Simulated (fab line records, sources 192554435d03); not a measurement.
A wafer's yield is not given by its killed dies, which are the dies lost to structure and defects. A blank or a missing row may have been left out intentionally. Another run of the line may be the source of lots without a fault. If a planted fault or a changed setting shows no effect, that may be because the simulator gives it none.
Which of the tools did it?    flow n5 finfet    21 lots, 63 wafers sampled, at 6 steps of a route of 1938

== WHAT EACH GAUGE READ, for each wafer ==
The record lacks any reading of a measuring or inspecting step that a usual standard deviation could be used to judge.

== TOOL THAT RAN EACH LOT (tool first, then ch and the chambers of the sampled wafers, then the start) ==
lot   N5_GATE_CUT_PECVD_57             N5_GATE_CUT_STRIP_42                N5_GATE_CUT_VAPOR_ETCH_51          N5_MOL_CONTACT_COAG_ETCH_59        N5_MOL_CONTACT_COAG_CONTACT_ETCH_14  N5_MOL_CONTACT_COAG_ETCH_110
L074  pecvd-02 ch 0,2, day 4 16:31     rie diel-06 ch 0,2, day 4 17:45     rie metal-03 ch 0,1, day 4 18:08   rie diel-03 ch 0,1,2, day 4 21:19  rie diel-03 ch 0,1,2, day 4 21:28    rie diel-03 ch 0,1,2, day 4 21:34
L075  pecvd-03 ch 0,1,2, day 4 22:00   rie diel-04 ch 0,1,2, day 4 23:07   rie metal-01 ch 0,1, day 4 23:30   rie diel-03 ch 0,2,3, day 5 03:15  rie diel-03 ch 0,2,3, day 5 03:24    rie diel-03 ch 0,2,3, day 5 03:30
L076  pecvd-02 ch 1,2, day 5 00:20     rie diel-04 ch 0,1,2, day 5 01:26   rie metal-01 ch 0,1, day 5 01:50   rie diel-03 ch 0,1,2, day 5 05:24  rie diel-03 ch 0,1,2, day 5 05:33    rie diel-03 ch 0,1,2, day 5 05:38
L078  pecvd-03 ch 0,1, day 5 11:05     rie diel-06 ch 0,1, day 5 12:16     rie metal-01 ch 0,1, day 5 12:39   rie diel-02 ch 0,1,3, day 5 16:40  rie diel-02 ch 0,1,3, day 5 16:49    rie diel-02 ch 0,1,3, day 5 16:55
L079  pecvd-01 ch 0,2, day 5 16:41     rie diel-05 ch 0,1,3, day 5 18:05   rie metal-02 ch 0,1, day 5 18:28   rie diel-03 ch 0,1,3, day 5 21:47  rie diel-03 ch 0,1,3, day 5 21:56    rie diel-03 ch 0,1,3, day 5 22:01
L081  pecvd-02 ch 0,2, day 6 03:19     rie diel-04 ch 0,2, day 6 04:43     rie metal-03 ch 0,1, day 6 05:06   rie diel-03 ch 2,3, day 6 08:40    rie diel-03 ch 2,3, day 6 08:49      rie diel-03 ch 2,3, day 6 08:54
L082  pecvd-03 ch 0,1,2, day 6 09:56   rie diel-04 ch 1,2, day 6 11:02     rie metal-03 ch 0,1, day 6 11:26   rie diel-03 ch 0,1,2, day 6 14:46  rie diel-03 ch 0,1,2, day 6 14:55    rie diel-03 ch 0,1,2, day 6 15:01
L083  pecvd-02 ch 1,2, day 6 16:20     rie diel-04 ch 1,2, day 6 18:02     rie metal-02 ch 0,1, day 6 18:26   rie diel-03 ch 0,1, day 6 22:16    rie diel-03 ch 0,1, day 6 22:25      rie diel-03 ch 0,1, day 6 22:30
L084  pecvd-03 ch 0,2, day 7 04:01     rie diel-04 ch 1,2, day 7 05:28     rie metal-02 ch 0,1, day 7 05:51   rie diel-01 ch 1,2,3, day 7 10:28  rie diel-01 ch 1,2,3, day 7 10:37    rie diel-01 ch 1,2,3, day 7 10:43
L085  pecvd-03 ch 0,1, day 7 07:04     rie diel-05 ch 0,1, day 7 08:14     rie metal-03 ch 0,1, day 7 08:38   rie diel-01 ch 1,3, day 7 16:59    rie diel-01 ch 1,3, day 7 17:08      rie diel-01 ch 1,3, day 7 17:14
L086  pecvd-03 ch 0,1, day 7 12:03     rie diel-05 ch 1,3, day 7 13:09     rie metal-03 ch 0,1, day 7 13:32   rie diel-03 ch 0,1,2, day 7 16:44  rie diel-03 ch 0,1,2, day 7 16:53    rie diel-03 ch 0,1,2, day 7 16:59
L087  pecvd-02 ch 1,2, day 7 15:56     rie diel-06 ch 1,2, day 7 17:05     rie metal-02 ch 0,1, day 7 17:29   rie diel-03 ch 1,2,3, day 7 20:42  rie diel-03 ch 1,2,3, day 7 20:51    rie diel-03 ch 1,2,3, day 7 20:56
L088  pecvd-03 ch 1,2, day 7 23:49     rie diel-04 ch 1,3, day 8 00:57     rie metal-02 ch 0,1, day 8 01:20   rie diel-02 ch 0,1,2, day 8 05:01  rie diel-02 ch 0,1,2, day 8 05:10    rie diel-02 ch 0,1,2, day 8 05:15
L090  pecvd-02 ch 0,1, day 8 09:46     rie diel-05 ch 1,2,3, day 8 10:55   rie metal-02 ch 0,1, day 8 11:19   rie diel-03 ch 1,2, day 8 15:08    rie diel-03 ch 1,2, day 8 15:17      rie diel-03 ch 1,2, day 8 15:23
L091  pecvd-02 ch 0,2, day 8 19:05     rie diel-04 ch 0,2,3, day 8 20:11   rie metal-01 ch 0,1, day 8 20:35   rie diel-02 ch 0,3, day 8 23:55    rie diel-02 ch 0,3, day 9 00:04      rie diel-02 ch 0,3, day 9 00:10
L092  pecvd-01 ch 0,1,2, day 9 03:10   rie diel-05 ch 1,2,3, day 9 04:15   rie metal-02 ch 0,1, day 9 04:38   rie diel-02 ch 1,2, day 9 08:55    rie diel-02 ch 1,2, day 9 09:04      rie diel-02 ch 1,2, day 9 09:10
L093  pecvd-03 ch 0,1,2, day 9 05:37   rie diel-05 ch 0,1,2, day 9 06:44   rie metal-03 ch 0,1, day 9 07:07   rie diel-02 ch 0,1,2, day 9 10:36  rie diel-02 ch 0,1,2, day 9 10:44    rie diel-02 ch 0,1,2, day 9 10:50
L094  pecvd-02 ch 0,2, day 9 15:23     rie diel-05 ch 0,1, day 9 16:33     rie metal-02 ch 0,1, day 9 16:56   rie diel-01 ch 1,2,3, day 9 20:11  rie diel-01 ch 1,2,3, day 9 20:20    rie diel-01 ch 1,2,3, day 9 20:25
L095  pecvd-02 ch 0,2, day 9 17:18     rie diel-04 ch 1,3, day 9 18:25     rie metal-02 ch 0,1, day 9 18:48   rie diel-01 ch 1,2,3, day 9 22:13  rie diel-01 ch 1,2,3, day 9 22:22    rie diel-01 ch 1,2,3, day 9 22:27
L096  pecvd-02 ch 1,2, day 10 00:07    rie diel-05 ch 1,2,3, day 10 01:13  rie metal-01 ch 0,1, day 10 01:37  rie diel-03 ch 1,2, day 10 04:54   rie diel-03 ch 1,2, day 10 05:03     rie diel-03 ch 1,2, day 10 05:09
L097  pecvd-02 ch 0,1,2, day 10 02:10  rie diel-05 ch 0,2,3, day 10 03:55  rie metal-01 ch 0,1, day 10 04:19  rie diel-01 ch 1,3, day 10 07:29   rie diel-01 ch 1,3, day 10 07:38     rie diel-01 ch 1,3, day 10 07:44
- N5_GATE_CUT_PECVD_57: deposits SiNx from SiH4/NH3/N2, target thk 21 nm.
- N5_GATE_CUT_STRIP_42: strips in O2.
- N5_GATE_CUT_VAPOR_ETCH_51: etches HfO2 in BCl3/Cl2.
- N5_MOL_CONTACT_COAG_ETCH_59: etches underlayer in N2/H2, target depth 13 nm, time 10.4 s.
- N5_MOL_CONTACT_COAG_CONTACT_ETCH_14: etches SiO2 in C4F6/O2, target depth 27.5 nm, overetch 8.5 nm, time 20 s.
- N5_MOL_CONTACT_COAG_ETCH_110: etches Si in CF4/O2, target depth 2.5 nm, time 8 s.

== AS READ BY THE TOOLS THEMSELVES (means over the sampled wafers that have a number; for cases with no such wafer, the mark the record gives instead) ==
N5_GATE_CUT_PECVD_57. Usual: heater power w 749 W, standard deviation 90; showerhead plenum p Torr 5.19 Torr, standard deviation 0.04; showerhead vpp V 1061 V, standard deviation 23; throttle valve pct 40.2 %, standard deviation 2.
lot   tool      heater power w (W)  showerhead plenum p Torr (Torr)  showerhead vpp V (V)  throttle valve pct (%)  flag
L074  pecvd-02  787                 5.15                             1060                  38.7                    
L075  pecvd-03  722                 5.20                             1073                  41.0                    
L076  pecvd-02  714                 5.20                             1066                  38.3                    
L078  pecvd-03  825                 5.19                             1059                  41.2                    
L079  pecvd-01  683                 5.09                             1041                  40.0                    
L081  pecvd-02  894                 5.20                             1057                  39.7                    
L082  pecvd-03  733                 5.20                             1076                  41.3                    
L083  pecvd-02  792                 5.16                             1063                  38.5                    
L084  pecvd-03  705                 5.20                             1060                  41.0                    
L085  pecvd-03  730                 5.19                             1065                  42.9                    
L086  pecvd-03  739                 5.20                             1073                  41.3                    
L087  pecvd-02  742                 5.16                             1055                  38.7                    
L088  pecvd-03  809                 5.21                             1074                  39.6                    
L090  pecvd-02  719                 5.24                             1068                  39.1                    
L091  pecvd-02  834                 5.20                             1044                  40.1                    
L092  pecvd-01  769                 5.13                             1023                  40.9                    
L093  pecvd-03  731                 5.21                             1071                  41.1                    
L094  pecvd-02  847                 5.17                             1048                  39.5                    
L095  pecvd-02  807                 5.16                             1048                  39.7                    
L096  pecvd-02  727                 5.20                             1062                  38.6                    
L097  pecvd-02  801                 5.19                             1062                  39.4                    

N5_GATE_CUT_STRIP_42. Usual: drypump motor current A 5.7 A, standard deviation 0.4; oes product au 0.77 a.u., standard deviation 0.08; rf vpp V 3.6 V, standard deviation 0.49; showerhead plenum p Torr 2.10 Torr, standard deviation 0.061; throttle valve pct 16.76 %, standard deviation 0.24.
lot   tool         drypump motor current A (A)  oes product au (a.u.)  rf vpp V (V)  showerhead plenum p Torr (Torr)  throttle valve pct (%)  flag
L074  rie diel-06  5.8                          0.72                   4.0           2.17                             16.62                   
L075  rie diel-04  6.0                          0.74                   3.7           2.09                             16.88                   
L076  rie diel-04  6.0                          0.75                   3.8           2.09                             16.87                   
L078  rie diel-06  5.7                          0.73                   4.0           2.12                             16.68                   
L079  rie diel-05  5.7                          0.77                   3.8           2.07                             16.74                   
L081  rie diel-04  6.2                          0.72                   3.5           2.06                             17.07                   
L082  rie diel-04  6.3                          0.65                   3.4           2.09                             17.11                   
L083  rie diel-04  6.3                          0.66                   3.3           2.09                             17.11                   
L084  rie diel-04  6.3                          0.66                   3.2           2.09                             17.11                   
L085  rie diel-05  5.7                          0.72                   3.2           2.06                             16.90                   
L086  rie diel-05  5.6                          0.80                   4.1           2.03                             16.55                   
L087  rie diel-06  5.8                          0.73                   3.1           2.07                             16.85                   
L088  rie diel-04  5.4                          0.75                   3.4           2.12                             16.88                   
L090  rie diel-05  5.4                          0.81                   3.4           2.05                             16.59                   
L091  rie diel-04  5.7                          0.86                   3.9           2.07                             16.79                   
L092  rie diel-05  5.4                          0.80                   3.3           2.05                             16.60                   
L093  rie diel-05  5.5                          0.76                   3.2           2.09                             16.82                   
L094  rie diel-05  5.7                          0.71                   4.0           2.05                             16.93                   
L095  rie diel-04  5.6                          0.71                   3.5           2.12                             16.86                   
L096  rie diel-05  5.4                          0.79                   3.9           2.05                             16.61                   
L097  rie diel-05  5.6                          0.80                   3.8           2.10                             16.69                   

N5_GATE_CUT_VAPOR_ETCH_51. Usual: drypump motor current A 5.6 A, standard deviation 0.51; oes product au 0.75 a.u., standard deviation 0.11.
lot   tool          drypump motor current A (A)  oes product au (a.u.)  flag
L074  rie metal-03  5.6                          0.84                   
L075  rie metal-01  5.7                          0.68                   
L076  rie metal-01  6.0                          0.76                   
L078  rie metal-01  5.7                          0.68                   
L079  rie metal-02  5.3                          0.66                   
L081  rie metal-03  5.5                          0.84                   
L082  rie metal-03  5.7                          0.82                   
L083  rie metal-02  5.7                          0.65                   
L084  rie metal-02  5.7                          0.65                   
L085  rie metal-03  5.6                          0.84                   
L086  rie metal-03  5.5                          0.83                   
L087  rie metal-02  5.2                          0.65                   
L088  rie metal-02  5.7                          0.65                   
L090  rie metal-02  5.7                          0.65                   
L091  rie metal-01  6.0                          0.87                   
L092  rie metal-02  5.3                          0.64                   
L093  rie metal-03  5.6                          0.82                   
L094  rie metal-02  5.7                          0.64                   
L095  rie metal-02  5.7                          0.64                   
L096  rie metal-01  6.0                          0.86                   
L097  rie metal-01  6.0                          0.86                   

N5_MOL_CONTACT_COAG_ETCH_59. Usual: value, then standard deviation, for each; drypump motor current A 6.0 A / 0.41; etch rf on time s 10.37 s / 0.14; n2 flow sccm 200.1 sccm / 0.66; oes product au 0.66 a.u. / 0.067; rf vpp V 523.6 V / 2.3; showerhead plenum p Torr 2.54 Torr / 0.08; throttle valve pct 17.77 % / 0.23.
lot   tool         drypump motor current A (A)  etch rf on time s (s)  n2 flow sccm (sccm)  oes product au (a.u.)  rf vpp V (V)  showerhead plenum p Torr (Torr)  throttle valve pct (%)  flag
L074  rie diel-03  6.2                          10.49                  200.5                0.62                   524.2         2.53                             17.72                   
L075  rie diel-03  6.3                          10.44                  199.8                0.61                   521.9         2.49                             17.89                   
L076  rie diel-03  6.2                          10.38                  200.2                0.62                   523.4         2.53                             17.73                   
L078  rie diel-02  5.4                          10.32                  200.5                0.67                   523.9         2.52                             17.71                   
L079  rie diel-03  6.1                          10.46                  200.4                0.61                   524.6         2.56                             17.91                   
L081  rie diel-03  6.3                          10.45                  200.5                0.61                   523.0         2.49                             18.07                   
L082  rie diel-03  6.2                          10.41                  200.1                0.62                   523.3         2.52                             17.75                   
L083  rie diel-03  6.1                          10.43                  200.6                0.60                   523.7         2.55                             17.75                   
L084  rie diel-01  5.9                          10.32                  200.4                0.72                   524.5         2.58                             17.60                   
L085  rie diel-01  6.1                          10.18                  199.9                0.76                   525.5         2.63                             17.58                   
L086  rie diel-03  6.2                          10.43                  200.0                0.60                   523.9         2.52                             17.78                   
L087  rie diel-03  6.2                          10.41                  200.6                0.61                   523.1         2.53                             17.94                   
L088  rie diel-02  5.3                          10.50                  200.0                0.69                   522.9         2.52                             17.77                   
L090  rie diel-03  6.2                          10.23                  199.7                0.62                   522.6         2.49                             17.79                   
L091  rie diel-02  5.6                          10.41                  200.9                0.68                   523.5         2.56                             17.62                   
L092  rie diel-02  5.4                          10.33                  200.1                0.72                   523.2         2.53                             17.94                   
L093  rie diel-02  5.3                          10.35                  200.4                0.68                   523.6         2.52                             17.79                   
L094  rie diel-01  5.9                          10.30                  199.6                0.70                   524.4         2.56                             17.64                   
L095  rie diel-01  5.9                          10.29                  200.0                0.70                   524.6         2.56                             17.64                   
L096  rie diel-03  6.0                          10.34                  199.3                0.60                   523.9         2.55                             17.83                   
L097  rie diel-01  6.0                          10.30                  200.0                0.73                   525.0         2.55                             17.67                   

N5_MOL_CONTACT_COAG_CONTACT_ETCH_14. Usual: drypump motor current A 6.0 A, standard deviation 0.41; oes product au 0.66 a.u., standard deviation 0.064; rf vpp V 692 V, standard deviation 3.1; showerhead plenum p Torr 2.88 Torr, standard deviation 0.087; throttle valve pct 21.15 %, standard deviation 0.24.
lot   tool         drypump motor current A (A)  oes product au (a.u.)  rf vpp V (V)  showerhead plenum p Torr (Torr)  throttle valve pct (%)  flag
L074  rie diel-03  6.2                          0.62                   692           2.86                             21.10                   
L075  rie diel-03  6.3                          0.61                   690           2.82                             21.25                   
L076  rie diel-03  6.2                          0.62                   692           2.86                             21.10                   
L078  rie diel-02  5.4                          0.67                   691           2.86                             21.11                   
L079  rie diel-03  6.1                          0.61                   693           2.89                             21.26                   
L081  rie diel-03  6.3                          0.61                   691           2.82                             21.45                   
L082  rie diel-03  6.2                          0.61                   691           2.85                             21.11                   
L083  rie diel-03  6.1                          0.60                   692           2.88                             21.09                   
L084  rie diel-01  5.9                          0.71                   693           2.92                             20.97                   
L085  rie diel-01  6.1                          0.74                   696           2.97                             20.98                   
L086  rie diel-03  6.2                          0.61                   692           2.85                             21.13                   
L087  rie diel-03  6.2                          0.61                   693           2.86                             21.31                   
L088  rie diel-02  5.3                          0.69                   692           2.86                             21.18                   
L090  rie diel-03  6.2                          0.61                   690           2.82                             21.16                   
L091  rie diel-02  5.6                          0.67                   693           2.90                             21.04                   
L092  rie diel-02  5.3                          0.72                   692           2.87                             21.38                   
L093  rie diel-02  5.3                          0.68                   693           2.86                             21.20                   
L094  rie diel-01  5.9                          0.69                   693           2.90                             21.02                   
L095  rie diel-01  5.9                          0.69                   693           2.90                             21.01                   
L096  rie diel-03  6.0                          0.60                   693           2.88                             21.18                   
L097  rie diel-01  6.0                          0.72                   692           2.88                             21.04                   

N5_MOL_CONTACT_COAG_ETCH_110. Usual: drypump motor current A 5.9 A, standard deviation 0.41; oes product au 0.77 a.u., standard deviation 0.079; rf vpp V 127.1 V, standard deviation 1.5; showerhead plenum p Torr 2.22 Torr, standard deviation 0.066; throttle valve pct 10.70 %, standard deviation 0.26.
lot   tool         drypump motor current A (A)  oes product au (a.u.)  rf vpp V (V)  showerhead plenum p Torr (Torr)  throttle valve pct (%)  flag
L074  rie diel-03  6.2                          0.73                   128.3         2.21                             10.75                   
L075  rie diel-03  6.3                          0.72                   127.8         2.18                             10.87                   
L076  rie diel-03  6.2                          0.73                   127.3         2.21                             10.76                   
L078  rie diel-02  5.4                          0.79                   127.2         2.20                             10.59                   
L079  rie diel-03  6.1                          0.70                   126.8         2.23                             10.91                   
L081  rie diel-03  6.3                          0.72                   126.4         2.17                             11.00                   
L082  rie diel-03  6.2                          0.72                   127.7         2.20                             10.78                   
L083  rie diel-03  6.1                          0.70                   127.9         2.23                             10.82                   
L084  rie diel-01  5.9                          0.85                   125.4         2.25                             10.43                   
L085  rie diel-01  6.1                          0.88                   127.5         2.29                             10.36                   
L086  rie diel-03  6.2                          0.71                   127.7         2.20                             10.81                   
L087  rie diel-03  6.2                          0.72                   126.7         2.20                             10.92                   
L088  rie diel-02  5.3                          0.81                   126.4         2.21                             10.65                   
L090  rie diel-03  6.2                          0.71                   127.7         2.17                             10.82                   
L091  rie diel-02  5.6                          0.80                   127.5         2.24                             10.49                   
L092  rie diel-02  5.3                          0.85                   126.6         2.22                             10.77                   
L093  rie diel-02  5.3                          0.81                   125.8         2.20                             10.67                   
L094  rie diel-01  5.9                          0.82                   126.0         2.24                             10.50                   
L095  rie diel-01  5.9                          0.82                   125.7         2.24                             10.50                   
L096  rie diel-03  6.0                          0.71                   128.2         2.23                             10.87                   
L097  rie diel-01  6.0                          0.86                   126.7         2.23                             10.45                   

== THE ANSWER, worked out from the rows above alone ==
Rule: take the mean of a lot's wafers that have a number; if it is more than 3 standard deviations from the usual mean, the lot is off. A lot without any number at a reading at which 4 lots or more have one is off too. Any other lot the step has rows for is counted as sound. After the gauges, taken in route order, come the tools' own readings; for these a lot's mean is taken, as printed above. The first step at which some lot is off is used, and at that step the reading that is off furthest; a lot without a number counts as furthest.
Across all readings shown, no lot is off: no conclusion can be drawn from this.

== WHAT THE SIMULATOR HAD PUT IN ==
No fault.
